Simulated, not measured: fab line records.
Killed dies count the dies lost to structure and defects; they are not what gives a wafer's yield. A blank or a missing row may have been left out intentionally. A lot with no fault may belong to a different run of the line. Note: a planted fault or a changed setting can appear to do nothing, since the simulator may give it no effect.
Which of the tools did it? || flow n5 finfet || 30 wafers from 10 lots sampled at 2 of the route's 1938 steps

== WHAT EACH GAUGE READ, for each wafer ==
N5_BEOL_M4_RC_MEAS_101.
{"lot": "L211", "measured": "day 7 19:40", "on": "prober-02", "DIBL_N (mV/V)": "35.0 35.8 35.0", "DIBL_P (mV/V)": "34.4 36.3 35.2", "IOFF_N (nA/um)": "0.15 0.17 0.15", "IOFF_P (nA/um)": "0.16 0.19 0.17", "ION_N (uA/um)": "664 691 671", "ION_P (uA/um)": "450 467 459", "SS_N (mV/dec)": "71.5 72.1 72.0", "SS_P (mV/dec)": "73.0 73.8 72.7", "VT_N (mV)": "250 248 248", "VT_P (mV)": "-254 -252 -252"}
{"lot": "L213", "measured": "day 7 21:46", "on": "prober-02", "DIBL_N (mV/V)": "34.2 33.8 34.3", "DIBL_P (mV/V)": "32.9 34.0 33.8", "IOFF_N (nA/um)": "0.12 0.12 0.13", "IOFF_P (nA/um)": "0.17 0.18 0.18", "ION_N (uA/um)": "664 671 673", "ION_P (uA/um)": "451 462 452", "SS_N (mV/dec)": "71.0 71.3 70.8", "SS_P (mV/dec)": "72.0 71.9 73.0", "VT_N (mV)": "254 257 253", "VT_P (mV)": "-254 -255 -252"}
{"lot": "L212", "measured": "day 8 15:25", "on": "prober-01", "DIBL_N (mV/V)": "34.9 32.9 34.9", "DIBL_P (mV/V)": "36.2 34.3 36.9", "IOFF_N (nA/um)": "0.17 0.14 0.17", "IOFF_P (nA/um)": "0.23 0.20 0.25", "ION_N (uA/um)": "675 669 677", "ION_P (uA/um)": "468 463 476", "SS_N (mV/dec)": "71.4 71.4 71.0", "SS_P (mV/dec)": "74.0 72.7 72.8", "VT_N (mV)": "247 250 245", "VT_P (mV)": "-246 -250 -246"}
{"lot": "L214", "measured": "day 8 15:26", "on": "prober-02", "DIBL_N (mV/V)": "36.6 32.9 34.7", "DIBL_P (mV/V)": "36.8 32.4 33.6", "IOFF_N (nA/um)": "0.18 0.12 0.14", "IOFF_P (nA/um)": "0.25 0.18 0.18", "ION_N (uA/um)": "683 659 665", "ION_P (uA/um)": "471 458 454", "SS_N (mV/dec)": "72.0 70.8 71.4", "SS_P (mV/dec)": "73.6 72.4 72.8", "VT_N (mV)": "245 255 249", "VT_P (mV)": "-246 -251 -250"}
{"lot": "L221", "measured": "day 10 06:25", "on": "prober-01", "DIBL_N (mV/V)": 38.0, "DIBL_P (mV/V)": 37.8, "IOFF_N (nA/um)": 0.20, "IOFF_P (nA/um)": 0.24, "ION_N (uA/um)": 686, "ION_P (uA/um)": 463, "SS_N (mV/dec)": 71.9, "SS_P (mV/dec)": 74.3, "VT_N (mV)": 244, "VT_P (mV)": -250}
{"lot": "L226", "measured": "day 12 13:22", "on": "prober-02", "DIBL_N (mV/V)": "37.4 39.5 34.0", "DIBL_P (mV/V)": "36.8 40.4 33.2", "IOFF_N (nA/um)": "0.21 0.25 0.13", "IOFF_P (nA/um)": "0.27 0.34 0.20", "ION_N (uA/um)": "697 702 667", "ION_P (uA/um)": "478 486 462", "SS_N (mV/dec)": "71.8 72.1 70.4", "SS_P (mV/dec)": "73.6 73.8 72.5", "VT_N (mV)": "245 242 252", "VT_P (mV)": "-244 -243 -247"}
{"lot": "L227", "measured": "day 12 01:48", "on": "prober-02", "DIBL_N (mV/V)": "31.7 34.5 33.8", "DIBL_P (mV/V)": "31.2 35.6 34.5", "IOFF_N (nA/um)": "0.09 0.13 0.12", "IOFF_P (nA/um)": "0.13 0.19 0.18", "ION_N (uA/um)": "654 667 667", "ION_P (uA/um)": "456 461 469", "SS_N (mV/dec)": "70.2 70.7 70.6", "SS_P (mV/dec)": "71.9 73.1 72.2", "VT_N (mV)": "258 251 251", "VT_P (mV)": "-256 -251 -251"}
{"lot": "L232", "measured": "day 12 23:56", "on": "prober-01", "DIBL_N (mV/V)": "37.1 36.5 33.7", "DIBL_P (mV/V)": "37.8 36.8 32.5", "IOFF_N (nA/um)": "0.17 0.15 0.11", "IOFF_P (nA/um)": "0.21 0.20 0.15", "ION_N (uA/um)": "679 674 660", "ION_P (uA/um)": "458 468 454", "SS_N (mV/dec)": "72.1 71.4 70.9", "SS_P (mV/dec)": "74.1 73.9 72.8", "VT_N (mV)": "246 251 255", "VT_P (mV)": "-251 -255 -255"}
{"lot": "L233", "measured": "day 13 21:09", "on": "prober-02", "DIBL_N (mV/V)": "35.9 35.5 35.3", "DIBL_P (mV/V)": "34.6 34.3 33.3", "IOFF_N (nA/um)": "0.14 0.14 0.12", "IOFF_P (nA/um)": "0.20 0.20 0.19", "ION_N (uA/um)": "676 683 669", "ION_P (uA/um)": "467 466 464", "SS_N (mV/dec)": "70.8 71.0 70.5", "SS_P (mV/dec)": "73.0 72.3 72.7", "VT_N (mV)": "249 249 254", "VT_P (mV)": "-252 -251 -252"}
{"lot": "L234", "measured": "day 13 23:44", "on": "prober-02", "DIBL_N (mV/V)": "34.4 35.2 32.4", "DIBL_P (mV/V)": "33.0 34.1 30.8", "IOFF_N (nA/um)": "0.11 0.12 0.09", "IOFF_P (nA/um)": "0.17 0.18 0.14", "ION_N (uA/um)": "659 658 653", "ION_P (uA/um)": "459 459 453", "SS_N (mV/dec)": "70.6 71.7 70.3", "SS_P (mV/dec)": "72.5 72.9 71.6", "VT_N (mV)": "255 255 257", "VT_P (mV)": "-251 -253 -255"}

== EACH LOT AND THE TOOL THAT RAN IT (in order: tool; ch and the chambers of the sampled wafers; start) ==
{"lot": "L211", "N5_BEOL_M2_EXPOSE_08": "euv scanner-02 ch 0, day 6 17:33"}
{"lot": "L213", "N5_BEOL_M2_EXPOSE_08": "euv scanner-02 ch 0, day 6 18:49"}
{"lot": "L212", "N5_BEOL_M2_EXPOSE_08": "euv scanner-01 ch 0, day 6 23:46"}
{"lot": "L214", "N5_BEOL_M2_EXPOSE_08": "euv scanner-01 ch 0, day 7 07:47"}
{"lot": "L221", "N5_BEOL_M2_EXPOSE_08": "euv scanner-01 ch 0, day 9 02:27"}
{"lot": "L226", "N5_BEOL_M2_EXPOSE_08": "euv scanner-02 ch 0, day 10 13:52"}
{"lot": "L227", "N5_BEOL_M2_EXPOSE_08": "euv scanner-02 ch 0, day 10 21:01"}
{"lot": "L232", "N5_BEOL_M2_EXPOSE_08": "euv scanner-02 ch 0, day 11 16:05"}
{"lot": "L233", "N5_BEOL_M2_EXPOSE_08": "euv scanner-02 ch 0, day 12 07:26"}
{"lot": "L234", "N5_BEOL_M2_EXPOSE_08": "euv scanner-01 ch 0, day 12 11:02"}
- N5_BEOL_M2_EXPOSE_08: exposes mask M2.

== AS READ BY THE TOOLS THEMSELVES (means over the sampled wafers that have a number; for cases with no such wafer, the mark the record gives instead) ==
The record holds no such reading with a usual standard deviation.

== THE ANSWER, worked out from the rows above alone ==
Rule: usual is defined by the lots themselves. Put in order of their means at a reading, lots are off if they are a third of the lots or fewer, leave a main group of 4 or more, and stand apart from it by a gap of 3 or more times the standard deviation of the main group's means; of several such gaps the widest counts. The tables above print the reading to a certain number of digits; a main group whose means all agree to those digits is not used. A lot without any number at a reading at which 4 lots or more have one is off too. Any other lot the step has rows for is counted as sound. The gauges are gone through in route order, then the tools' own readings, and for those a lot's mean is taken as printed above. At the first step where some lot is off, the reading lying furthest off is the one used; lots without a number count as furthest.
Nothing can be told from this: no lot is off at any reading shown.

== WHAT THE SIMULATOR HAD INSERTED ==
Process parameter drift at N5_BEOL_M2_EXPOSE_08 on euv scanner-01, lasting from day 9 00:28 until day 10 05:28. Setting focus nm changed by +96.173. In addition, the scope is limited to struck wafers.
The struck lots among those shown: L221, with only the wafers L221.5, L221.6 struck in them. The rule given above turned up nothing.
